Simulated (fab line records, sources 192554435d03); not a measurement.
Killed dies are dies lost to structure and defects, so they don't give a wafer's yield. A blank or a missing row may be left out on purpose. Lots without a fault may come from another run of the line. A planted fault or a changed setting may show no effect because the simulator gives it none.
Chamber matching | flow n5_finfet | N5_BEOL_M0_SAQP_ETCH_88 on rie_diel-05: 4 sister chambers
The step etches underlayer in N2/H2, target depth 6.5 nm, time 5.2 s. 14 wafers are shown with their chamber, then 7 later ones without.

WAFERS WITH THEIR CHAMBER
wafer  | chamber | showerhead_plenum_p_Torr (Torr) | drypump_motor_current_A (A) | throttle_valve_pct (%)
L081.2 | 0       | 2.35                            | 5.6                         | 17.79
L081.4 | 2       | 2.68                            | 6.8                         | 17.45
L081.6 | 0       | 2.35                            | 5.6                         | 17.75
L082.1 | 3       | 2.61                            | 5.8                         | 17.44
L082.2 | 2       | 2.68                            | 6.7                         | 17.48
L082.4 | 0       | 2.35                            | 5.6                         | 17.78
L083.4 | 1       | 2.70                            | 6.1                         | 17.61
L083.5 | 3       | 2.61                            | 5.8                         | 17.44
L083.6 | 2       | 2.67                            | 6.7                         | 17.47
L086.1 | 3       | 2.61                            | 5.7                         | 17.43
L086.2 | 2       | 2.67                            | 6.8                         | 17.50
L086.4 | 1       | 2.70                            | 6.1                         | 17.64
L089.1 | 2       | 2.67                            | 6.8                         | 17.50
L089.4 | 1       | 2.70                            | 6.1                         | 17.63

SIGNATURES (means of the wafers above)
reading                  | chamber 0 | chamber 1 | chamber 2 | chamber 3 | scatter within a chamber
showerhead_plenum_p_Torr | 2.3500    | 2.7000    | 2.6740    | 2.6100    | 0.00346
drypump_motor_current_A  | 5.600     | 6.100     | 6.760     | 5.767     | 0.0432
throttle_valve_pct       | 17.7733   | 17.6267   | 17.4800   | 17.4367   | 0.0179
Rule: a wafer's distance from a chamber is the root of the sum, over the readings, of the square of ((its reading less the chamber's mean) divided by the reading's scatter). The wafer belongs to the nearest chamber; if the next one is less than 2 further off, it can't be placed. The scatter: the root of (the sum of the squares of (reading less its chamber's mean) over the shown wafers, divided by (wafers less chambers)).

WAFERS WITHOUT THEIR CHAMBER
wafer  | showerhead_plenum_p_Torr (Torr) | drypump_motor_current_A (A) | throttle_valve_pct (%)
L089.6 | 2.67                            | 6.8                         | 17.48
L093.1 | 2.69                            | 6.1                         | 17.64
L093.5 | 2.67                            | 6.8                         | 17.51
L093.6 | 2.60                            | 5.8                         | 17.47
L096.2 | 2.34                            | 5.6                         | 17.83
L096.3 | 2.60                            | 5.8                         | 17.47
L096.4 | 2.67                            | 6.8                         | 17.52

WHICH CHAMBER EACH WENT THROUGH
wafer  | from the rows above | in truth
L089.6 | 2                   | 2
L093.1 | 1                   | 1
L093.5 | 2                   | 2
L093.6 | 3                   | 3
L096.2 | 0                   | 0
L096.3 | 3                   | 3
L096.4 | 2                   | 2
Placed correctly: 7 of 7. Can't be placed from these rows: 0. Placed wrongly: 0.
